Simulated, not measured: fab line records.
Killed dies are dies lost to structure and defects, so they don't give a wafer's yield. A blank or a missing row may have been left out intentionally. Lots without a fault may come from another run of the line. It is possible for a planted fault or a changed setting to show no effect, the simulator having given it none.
A lot that was struck, set against a sound lot | flow n5-finfet | 16 steps out of a route of 1938
Sound: wafers L363.1, L363.2, L363.3. Struck: wafers L364.2, L364.4. The cause is given at the end.
Per side, at each step with rows, come the tool, then ch with its chambers, and then its first start. Under that, the readings that differ: sound wafers | struck wafers | difference of the means | sigmas: that difference in standard deviations of wafers without a fault.
alike: words and numbers the same on both sides, and readings whose means are apart by under 2 such deviations; not compared: readings that were withheld, readings missing a value for some wafer, numbers with overlapping values and no deviation given by the record, and bounds like >300 which may hide the same value.
Wherever a step has rows on one side only, a row that says differs or no value, or a row with sigmas, the two part there. Non-overlapping numbers with no deviation appear without sigmas and do not part them. A reading that every wafer of one side lacks parts them only if that side has two wafers or more.

first, 2 steps without rows for these wafers: N5_BEOL_M2_SPUTTER_90 (material Cu, target thk 4.5 nm, time 8.29 s); N5_BEOL_M2_ANNEAL_91 (time 240 s).
N5_BEOL_M2_SPUTTER_92: material Cu, target thk 4.5 nm, time 8.29 s.
  sound: pvd-sputter-01 at day 9 12:41; struck: pvd-sputter-03 at day 9 21:43
  alike: chamber-pressure-pa, throttle-valve-pct
then, 1 step without rows for these wafers: N5_BEOL_M2_ANNEAL_93 (time 240 s).
N5_BEOL_M2_SPUTTER_94: material Cu, target thk 4.5 nm, time 8.29 s.
  sound: pvd-sputter-01 at day 9 12:55; struck: pvd-sputter-03 at day 9 21:56
  alike: chamber-pressure-pa, throttle-valve-pct
then, 1 step without rows for these wafers: N5_BEOL_M2_ANNEAL_95 (time 240 s).
N5_BEOL_M2_SPUTTER_96: material Cu, target thk 4.5 nm, time 8.29 s.
  sound: pvd-sputter-01 at day 9 13:08; struck: pvd-sputter-03 at day 9 22:09
  alike: chamber-pressure-pa, throttle-valve-pct
then, 2 steps without rows for these wafers: N5_BEOL_M2_ECD_50 (material Cu, target thk 300 nm); N5_BEOL_M2_ANNEAL_51 (time 90 s).
N5_BEOL_M2_CMP_52: polishes, stops on SiOC, t overpolish 6.8 s, target thk 40 nm.
  sound on cmp-02 ch 0,1,3, day 9 13:43; struck on cmp-03 ch 2,3, day 9 22:47
  alike: barrier-field-endpoint-s, edge-zone-pressure-frac, motor-current-A, overpolish-run-s, time-to-endpoint-s
N5_BEOL_M2_THK_MEAS_53: measures by xrf.
  sound: film-metro-01 at day 9 14:00; struck: film-metro-01 at day 9 23:02
  alike: M2_THK
N5_BEOL_M2_PRE_CLEAN_60: time 15 s.
  sound on cvd-co-01 ch 0,1,2, day 9 14:02; struck on cvd-co-02 ch 0, day 9 23:05
  alike: heater-power-w
  not compared: since-wet-clean-h
N5_BEOL_M2_CO_CAP_55: material Co, precursor CCTBA/H2, target thk 2 nm, time 102.1 s.
  sound on cvd-co-01 ch 0,1,2, day 9 14:05; struck on cvd-co-02 ch 0, day 9 23:07
  reading                                   | sound             | struck      | difference | sigmas
  run-length-s (s)                          | 124.8 124.0 125.8 | 168.9 169.0 | +44.1      | +73
  model.Co_of_BEOL_M2_CO_CAP_55.thk-nm (nm) | 2.2 2.2 2.2       | 2.8 2.6     | +0.5       |
  alike: heater-power-w
  not compared: since-wet-clean-h
then, 1 step without rows for these wafers: N5_BEOL_M2_PRE_CLEAN_56 (time 15 s).
N5_BEOL_M4_RC_MEAS_101:
  sound on prober-02 ch 0, day 10 17:31; struck on prober-01 ch 0, day 10 19:07
  alike: DIBL_N, DIBL_P, IOFF_N, IOFF_P, ION_N, ION_P, SS_N, SS_P, VT_N, VT_P
N5_PASSIVATION_PROBE_49:
  sound wafers here have rows in the record (prober-01, day 15 09:03); struck ones have none

## WHERE THEY PART
Last at N5_PASSIVATION_PROBE_49 as far as this record goes, first at N5_BEOL_M2_CO_CAP_55.

WHY: what had been put in by the simulator
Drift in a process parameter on cvd-co-02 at N5_BEOL_M2_CO_CAP_55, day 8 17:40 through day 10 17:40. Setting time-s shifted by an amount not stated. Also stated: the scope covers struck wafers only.
